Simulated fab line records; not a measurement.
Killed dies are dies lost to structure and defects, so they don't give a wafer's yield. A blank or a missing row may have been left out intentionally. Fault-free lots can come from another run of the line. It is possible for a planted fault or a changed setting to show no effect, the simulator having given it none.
A single fault, viewed from 2 desks | flow n5Finfet | each desk has only its own numbers; what lay behind them comes last

== AT THE TOOL OWNER'S DESK: arfiScanner-03 ==
The tool's own readings at N5_BEOL_M7_EXPOSE_08 (exposes mask M7): means of the sampled wafers that have a number, for each lot that ran on this tool. The brackets show how far a lot's mean lies from the usual mean; more than 4 standard deviations puts the lot out of limits, marked OUT.
Columns: A = exposureDoseMJCm2 at N5_BEOL_M7_EXPOSE_08, usual 68.19; B = focusOffsetNm at N5_BEOL_M7_EXPOSE_08, usual 0.1 nm
lot  | first seen here | A                       | B
L913 | day 10 17:37    | 68.27                   | 0.1
L924 | day 14 05:11    | 68.00                   | -0.4
L926 | day 15 04:41    | 58.90 (-99 or more) OUT | 0.2
L930 | day 15 11:22    | 60.74 (-98) OUT         | 0.5
This desk finds L926, L930 out of limits, L926 being first, at day 15 04:41 (exposureDoseMJCm2 at N5_BEOL_M7_EXPOSE_08). L913, L924: within limits.

== METROLOGY DESK ==
What the gauges read, lot by lot, whatever tool the lot ran on: means of the sampled wafers that have a number. The brackets show how far a lot's mean lies from the usual mean; more than 4 standard deviations puts the lot out of limits, marked OUT. Readings shown: 7 out of 27 (the first out of limits, and those lying furthest out on some lot).
Columns: A = cdNm at N5_BEOL_M7_CD_MEAS_11, usual 38.5 nm; B = cdNm at N5_BEOL_M7_CD_MEAS_18, usual 40.1 nm; C = cdNm at N5_BEOL_M7_CD_MEAS_35, usual 40.0 nm; D = SERP_M12 at N5_BEOL_M15_RC_MEAS_101, usual 0.640 ohm/um; E = SERP_M7 at N5_BEOL_M15_RC_MEAS_101, usual 13.8 ohm/um; F = SERP_M7_max_site at N5_BEOL_M15_RC_MEAS_101, usual 14.4 ohm/um; G = SERP_M9 at N5_BEOL_M15_RC_MEAS_101, usual 3.06 ohm/um
lot  | first seen here | A              | B              | C              | D     | E               | F               | G
L913 | day 10 17:44    | 38.8           | 39.8           | 40.3           | 0.651 | 14.0            | 14.5            | 3.09
L924 | day 14 05:19    | 38.5           | 40.0           | 40.0           | 0.667 | 14.0            | 14.6            | 3.08
L926 | day 15 04:48    | 32.3 (-16) OUT | 34.0 (-14) OUT | 34.1 (-13) OUT | 0.631 | 18.4 (+10) OUT  | 19.2 (+9.7) OUT | 3.07
L929 | day 15 07:25    | 38.9           | 40.4           | 40.8           | 0.653 | 13.4            | 13.8            | 3.08
L930 | day 15 11:29    | 33.4 (-13) OUT | 35.0 (-12) OUT | 34.7 (-11) OUT | 0.640 | 18.1 (+9.5) OUT | 19.1 (+9.6) OUT | 2.92
L918 | day 16 14:38    | 38.1           | 39.9           | 39.7           | 0.655 | 13.9            | 14.5            | 3.04
L936 | day 16 15:20    | 38.5           | 40.3           | 40.3           | 0.639 | 13.6            | 14.3            | 3.05
This desk finds L926, L930 out of limits, L926 being first, at day 15 04:48 (cdNm at N5_BEOL_M7_CD_MEAS_11). L913, L924, L929, L918, L936: within limits.

== PUT TOGETHER ==
At day 15 04:41, on L926, L930, the tool owner's desk was in a position to raise an alarm.
An alarm was possible from the metrology desk at day 15 04:48, on L926, L930.
N5_BEOL_M7_EXPOSE_08 was run on arfiScanner-03 by each of the lots named.

== WHAT THE SIMULATOR HAD PUT IN ==
Process parameters drifting: arfiScanner-03 at N5_BEOL_M7_EXPOSE_08, beginning at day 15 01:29. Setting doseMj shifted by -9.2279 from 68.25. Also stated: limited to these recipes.
Shown lots that were struck: L926, L930.
Hours from the fault's start to each desk's first reading out of limits: the tool owner's desk, 3; the metrology desk, 3.
